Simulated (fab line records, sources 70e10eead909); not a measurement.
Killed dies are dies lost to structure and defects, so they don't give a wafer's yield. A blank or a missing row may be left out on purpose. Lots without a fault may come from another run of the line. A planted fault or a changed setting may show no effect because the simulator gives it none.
fab line records | flow nand_harc
record lots=5 wafers=13 last_day=33
route steps=1302 shown A_ONON_D1@424
lots that met no fault: from a run of the same line without faults
start_h: hours from the record's first day to the start of the lot's first wafer shown | wait_h: hours since the lot's step before | " the same as in the row above | L1.1+2: a row that stands for several wafers | - no value, or no start given | * or withheld: withheld | < > ~ a bound
route shown NAME@n: a module of which the file shows steps, and the number in the route of the first | usual: mean/standard deviation of fault-free wafers | same: alike in all rows | chamber/n: place in a boat | sites: the reading at each site | _std_site: their standard deviation | _edge_site: outer sites' mean less inner sites' | radius_mm: how far each site lies from the wafer's centre | mask NAME#n: copy n | behind: the tool/chamber that last shaped the wafer | hold: why the lot was held/for how many hours/how that ended | device: the transistor (n, p or np) that didn't switch | end of line: the same wafers' tests at the end of the route | a step without rows: its recipe alone | killed: dies lost to structure and defects at the first sort, not the wafer's yield | map: a wafer's dies, x killed, . not, _ none there
set.NAME: the setting as run; set.NAME@STEP: as run at that earlier step | model.NAME: the simulator's own value behind a step, which no gauge read
lots at some steps of the route; a table a step, a row a wafer
services: from which hour (start_h, from the record's first day; less than 0 if before it) a tool's chamber was out of use, for how many hours, and why
## steps
# step NHARC_A_ONON_D1_DEP_00
# recipe target_thk_a=10000 n2_flow_sccm=2750 n2o_flow_sccm=2000 nh3_flow_sccm=500 sih4_flow_sccm=210 temp_c=400
# step NHARC_A_ONON_D1_THK_MEAS_02
# recipe thk_meas_gauge=ellipsometry
# usual thk_nm=1001/7.4
# columns lot.wafer tool chamber start_h wait_h thk_nm
L524.2 film_metro-01 - 225.46 - 1004
L524.4 " - " " 1003
L524.5 " - " " 1003
L529.1 film_metro-02 - 269.72 - 995
L529.5 " - " " 997
L529.6 " - " " 997
L535.1 film_metro-01 - 332.86 - 996
L540.1 film_metro-01 - 382.21 - 1003
L540.3 " - " " 1002
L540.6 " - " " 1003
L541.2 film_metro-02 - 392.80 - 988
L541.3 " - " " 986
L541.4 " - " " 989
# step NHARC_A_ONON_D1_DEP_03
# recipe target_thk_a=10000 n2_flow_sccm=2750 n2o_flow_sccm=2000 nh3_flow_sccm=500 sih4_flow_sccm=210 temp_c=400
# step NHARC_A_ONON_D1_THK_MEAS_05
# recipe thk_meas_gauge=ellipsometry
# usual thk_nm=1003/11
# columns lot.wafer tool chamber start_h wait_h thk_nm
L524.2 film_metro-01 - 226.02 - 996
L524.4 " - " " 996
L524.5 " - " " 996
L529.1 film_metro-01 - 270.29 - 1002
L529.5 " - " " 1000
L529.6 " - " " 999
L535.1 film_metro-01 - 333.43 - 1010
L540.1 film_metro-01 - 382.78 - 987
L540.3 " - " " 987
L540.6 " - " " 986
L541.2 film_metro-02 - 393.37 - 1018
L541.3 " - " " 1017
L541.4 " - " " 1018
# step NHARC_A_ONON_D1_DEP_06
# recipe target_thk_a=10000 n2_flow_sccm=2750 n2o_flow_sccm=2000 nh3_flow_sccm=500 sih4_flow_sccm=210 temp_c=400
# step NHARC_A_ONON_D1_THK_MEAS_08
# recipe thk_meas_gauge=ellipsometry
# usual thk_nm=1001/11
# columns lot.wafer tool chamber start_h wait_h thk_nm
L524.2 film_metro-02 - 226.59 - 1002
L524.4 " - " " 1001
L524.5 " - " " 1002
L529.1 film_metro-01 - 270.86 - 988
L529.5 " - " " 987
L529.6 " - " " 989
L535.1 film_metro-01 - 333.99 - 994
L540.1 film_metro-01 - 383.35 - 984
L540.3 " - " " 982
L540.6 " - " " 983
L541.2 film_metro-01 - 393.94 - 997
L541.3 " - " " 997
L541.4 " - " " 996
# step NHARC_A_ONON_D1_DEP_09
# recipe target_thk_a=10000 n2_flow_sccm=2750 n2o_flow_sccm=2000 nh3_flow_sccm=500 sih4_flow_sccm=210 temp_c=400
# step NHARC_A_ONON_D1_THK_MEAS_11
# recipe thk_meas_gauge=ellipsometry
# usual thk_nm=1001/9.1
# columns lot.wafer tool chamber start_h wait_h thk_nm
L524.2 film_metro-01 - 227.15 - 1011
L524.4 " - " " 1012
L524.5 " - " " 1011
L529.1 film_metro-01 - 271.42 - 987
L529.5 " - " " 988
L529.6 " - " " 987
L535.1 film_metro-02 - 334.56 - 1001
L540.1 film_metro-01 - 383.91 - 997
L540.3 " - " " 998
L540.6 " - " " 998
L541.2 film_metro-02 - 394.51 - 1019
L541.3 " - " " 1021
L541.4 " - " " 1020
# step NHARC_A_ONON_D1_DEP_12
# recipe target_thk_a=10000 n2_flow_sccm=2750 n2o_flow_sccm=2000 nh3_flow_sccm=500 sih4_flow_sccm=210 temp_c=400
# step NHARC_A_ONON_D1_THK_MEAS_14
# recipe thk_meas_gauge=ellipsometry
# usual thk_nm=1001/10
# columns lot.wafer tool chamber start_h wait_h thk_nm
L524.2 film_metro-01 - 227.71 - 1010
L524.4 " - " " 1012
L524.5 " - " " 1011
L529.1 film_metro-01 - 271.98 - 997
L529.5 " - " " 999
L529.6 " - " " 1001
L535.1 film_metro-02 - 335.13 - 994
L540.1 film_metro-01 - 384.49 - 988
L540.3 " - " " 989
L540.6 " - " " 990
L541.2 film_metro-02 - 395.08 - 1007
L541.3 " - " " 1007
L541.4 " - " " 1005
# step NHARC_A_ONON_D1_ANNEAL_15
# recipe temp_c=750 time_s=3600
# step NHARC_A_ONON_D1_DEP_16
# recipe target_thk_a=10000 n2_flow_sccm=2750 n2o_flow_sccm=2000 nh3_flow_sccm=500 sih4_flow_sccm=210 temp_c=400
# columns lot.wafer tool chamber start_h wait_h
L524.2+4+5 pecvd_onon-02 0 235.38 0.1
L529.1+5+6 pecvd_onon-03 0 279.25 0.1
L535.1 pecvd_onon-02 0 342.49 0.1
L540.1+3+6 pecvd_onon-03 0 391.80 0.1
L541.2+3+4 pecvd_onon-02 0 402.45 0.1
# step NHARC_A_ONON_D1_THK_MEAS_18
# recipe thk_meas_gauge=ellipsometry
# usual thk_nm=1000/10
# columns lot.wafer tool chamber start_h wait_h hold thk_nm
L524.2 film_metro-01 - 235.83 - - 1004
L524.4 " - " " - 1000
L524.5 " - " " - 1001
L529.1 film_metro-01 - 279.76 - - 1008
L529.5 " - " " - 1007
L529.6 " - " " - 1007
L535.1 film_metro-02 - 343.00 - await_dispo/0.2h/release 385
L535.1 film_metro-02 - 343.17 0.2 - 385
L540.1 film_metro-02 - 392.34 - - 996
L540.3 " - " " - 994
L540.6 " - " " - 995
L541.2 film_metro-01 - 402.91 - - 1009
L541.3 " - " " - 1010
L541.4 " - " " - 1010
## services
# columns tool chamber start_h hours kind
pecvd_onon-03 - 227.06 13.0 pm
pecvd_onon-02 - 366.00 13.0 pm
## key
first_sign step=NHARC_A_ONON_D1_THK_MEAS_18 reading=visit direction=added
effect step=NHARC_A_ONON_D1_THK_MEAS_18 reading=thk_nm direction=down sigmas=59 usual=1000 struck=385
met_at NHARC_A_ONON_D1_DEP_16
struck_wafers L535.1
later_rows_left_out L535.1
sort_left_out L535.1
tester_left_out L535
onset_between 235.38 342.49
fault kind=process_parameter_drift tool=pecvd_onon-02 chamber=- onset_h=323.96 steps=NHARC_A_ONON_D1_DEP_16 channel=target_thk_a offset=* shape=step end_h=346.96 scope=struck_wafers_only acts_in=* stated=*
# tester_left_out: of these lots the tester's yield and bins aren't shown, on N5 and GAA mostly nor the transistor test; their killed dies are dies lost to structure and defects alone, not to doping, threshold or leakage, so they don't give the yield
# sort_left_out: the simulated sort isn't trusted on such a fault, so these wafers' sort isn't shown, and their yield isn't known
# later_rows_left_out: the simulator's readings of these wafers behind a module that went badly wrong aren't trusted and aren't shown, but for the sort
